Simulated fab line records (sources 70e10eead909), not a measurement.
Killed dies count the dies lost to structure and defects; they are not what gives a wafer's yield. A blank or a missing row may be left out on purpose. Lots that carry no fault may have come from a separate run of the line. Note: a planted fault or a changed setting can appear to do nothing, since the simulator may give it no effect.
A lot that was struck, set against a sound lot -- flow nand harc -- 14 out of 1302 route steps
Sound: the wafers L121.4, L121.5, L121.6. Struck: wafer L114.3 (left out: L114.1, a lot-mate that was not struck); the cause follows at the end.
Order at every step that has rows: each side's tool, ch and its chambers, its first start. Under that, the readings that differ: sound wafers -- struck wafers -- difference of the means -- sigmas: that difference in standard deviations of wafers without a fault.
alike: words and numbers the same on both sides, and readings whose means are apart by under 2 such deviations; not compared: readings that were withheld, readings missing a value for some wafer, numbers with overlapping values and no deviation given by the record, and bounds like >300 which may hide the same value.
A row with sigmas, a row that says differs or no value, or rows on one side alone: a step with any of these is where the two part. Numbers that don't overlap but have no deviation are shown without sigmas and don't part them. Lack of a reading on every wafer of one side parts them only where that side has two or more wafers.

first, 4 steps without rows for these wafers: NHARC_A_WL_FILL_STRIP_28 (strips in post etch residue remover, time 1200 s); NHARC_A_WL_FILL_PRECLEAN_06 (cleans in DIW, time 300 s); NHARC_A_WL_FILL_SRD_07; NHARC_A_WL_FILL_ANNEAL_08 (time 1800 s).
NHARC_A_WL_FILL_ALD_10: deposits SiO2, target thk 50 nm, pulse time 10 s, ald cycles 500.
  sound on ald hk-04 ch 1,2, day 28 11:08; struck on ald hk-03 ch 1, day 26 10:45
reading,sound,struck,difference,sigmas
heater power w (W),569 551 512,415,-129,-3
  alike: precursor pulse height rel
  not compared: since wet clean h
NHARC_A_WL_FILL_ETCHBACK_16: etches the open film in C4F8/O2/Ar, target depth 120 nm, time 24 s.
  sound on rie diel-08 ch 2,3; struck on rie diel-12 ch 1
reading,sound,struck,difference,sigmas
oes product au (a.u.),1.003 0.997 0.993,0.922,-0.076,-4
run length s (s),45.3 44.9 45.4,46.0,+0.8,+2
  alike: rf vpp V
  not compared: rf hours counter h
NHARC_A_WL_FILL_STRIP_29: strips in O2, time 20 s.
  sound on rie diel-08 ch 1,2,3, day 28 15:26; struck on rie diel-12 ch 2, day 26 14:58
reading,sound,struck,difference,sigmas
drypump motor current A (A),5.5 5.6 5.1,6.3,+0.9,+2
  alike: oes product au, rf vpp V, showerhead plenum p Torr, throttle valve pct
  not compared: rf hours counter h
NHARC_A_WL_FILL_ETCHBACK_17: etches the open film in Cl2/BCl3, target depth 4 nm, time 26.7 s.
  sound on rie metal-01 ch 0,1, day 28 15:32; struck on rie metal-03 ch 1, day 26 15:05
reading,sound,struck,difference,sigmas
run length s (s),47.7 47.6 47.9,48.8,+1.1,+2
  alike: drypump motor current A, oes product au
  not compared: rf hours counter h
then, 3 steps without rows for these wafers: NHARC_A_WL_FILL_PRECLEAN_18 (cleans in dHF, time 30 s); NHARC_A_WL_FILL_SRD_21; NHARC_A_WL_FILL_CVD_23 (deposits poly-Si, target thk 40 nm, time 800 s).
NHARC_A_WL_FILL_ETCHBACK_26: etches the open film in HBr, target depth 52 nm, time 13.3 s.
  sound on rie si-05 ch 1,2,3, day 28 20:45; struck on rie si-01 ch 0, day 26 20:17
reading,sound,struck,difference,sigmas
run length s (s),35.2 34.6 34.6,28.9,-5.9,-15
  alike: drypump motor current A, oes product au, throttle valve pct
  not compared: rf hours counter h
then, 2 steps without rows for these wafers: NHARC_A_WL_FILL_PRECLEAN_30 (cleans in dHF, time 10 s); NHARC_END_SORT_01.

## WHERE THEY PART
At NHARC_A_WL_FILL_ALD_10 first; at NHARC_A_WL_FILL_ETCHBACK_26 last (within this record only).

WHY: what the simulator had put in
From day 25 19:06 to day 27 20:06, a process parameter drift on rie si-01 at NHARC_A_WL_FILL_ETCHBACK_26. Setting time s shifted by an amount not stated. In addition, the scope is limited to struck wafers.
